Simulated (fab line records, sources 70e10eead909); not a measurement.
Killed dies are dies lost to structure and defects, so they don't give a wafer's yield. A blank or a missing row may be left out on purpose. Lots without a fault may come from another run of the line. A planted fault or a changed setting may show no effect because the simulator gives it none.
Chamber matching | flow nand_harc | NHARC_P_GATE_DESCUM_61 on rie_diel-03: 4 sister chambers
The step chemistry O2, time 3 s. 14 wafers are shown with their chamber, then 7 later ones without.

WAFERS WITH THEIR CHAMBER
wafer  | chamber | showerhead_plenum_p_Torr (Torr) | drypump_motor_current_A (A) | oes_product_au (a.u.)
L080.1 | 3       | 1.79                            | 5.8                         | 0.993
L080.2 | 0       | 1.78                            | 5.3                         | 0.998
L080.5 | 1       | 1.99                            | 6.1                         | 0.995
L081.1 | 3       | 1.79                            | 5.8                         | 1.002
L081.4 | 2       | 1.85                            | 5.6                         | 1.026
L081.5 | 3       | 1.79                            | 5.8                         | 1.011
L087.2 | 0       | 1.78                            | 5.3                         | 1.002
L087.3 | 1       | 1.99                            | 6.1                         | 0.982
L087.5 | 2       | 1.85                            | 5.5                         | 1.015
L089.1 | 1       | 1.99                            | 6.1                         | 0.995
L089.5 | 2       | 1.85                            | 5.6                         | 1.011
L089.6 | 3       | 1.78                            | 5.9                         | 0.993
L091.1 | 1       | 1.99                            | 6.1                         | 0.982
L091.4 | 2       | 1.85                            | 5.6                         | 1.013

SIGNATURES (means of the wafers above)
reading                  | chamber 0 | chamber 1 | chamber 2 | chamber 3 | scatter within a chamber
showerhead_plenum_p_Torr | 1.7800    | 1.9900    | 1.8500    | 1.7875    | 0.00274
drypump_motor_current_A  | 5.300     | 6.100     | 5.575     | 5.825     | 0.0387
oes_product_au           | 1.00000   | 0.98850   | 1.01625   | 0.99975   | 0.00731
Rule: a wafer's distance from a chamber is the root of the sum, over the readings, of the square of ((its reading less the chamber's mean) divided by the reading's scatter). The wafer belongs to the nearest chamber; if the next one is less than 2 further off, it can't be placed. The scatter: the root of (the sum of the squares of (reading less its chamber's mean) over the shown wafers, divided by (wafers less chambers)).

WAFERS WITHOUT THEIR CHAMBER
wafer  | showerhead_plenum_p_Torr (Torr) | drypump_motor_current_A (A) | oes_product_au (a.u.)
L091.5 | 1.78                            | 5.8                         | 0.997
L093.3 | 1.78                            | 5.2                         | 1.011
L093.5 | 1.85                            | 5.5                         | 1.000
L093.6 | 1.78                            | 5.9                         | 0.995
L095.3 | 1.99                            | 6.1                         | 0.984
L095.5 | 1.99                            | 6.1                         | 0.983
L095.6 | 1.85                            | 5.5                         | 0.991

WHICH CHAMBER EACH WENT THROUGH
wafer  | from the rows above | in truth
L091.5 | 3                   | 3
L093.3 | 0                   | 0
L093.5 | 2                   | 2
L093.6 | 3                   | 3
L095.3 | 1                   | 1
L095.5 | 1                   | 1
L095.6 | 2                   | 2
Placed correctly: 7 of 7. Can't be placed from these rows: 0. Placed wrongly: 0.
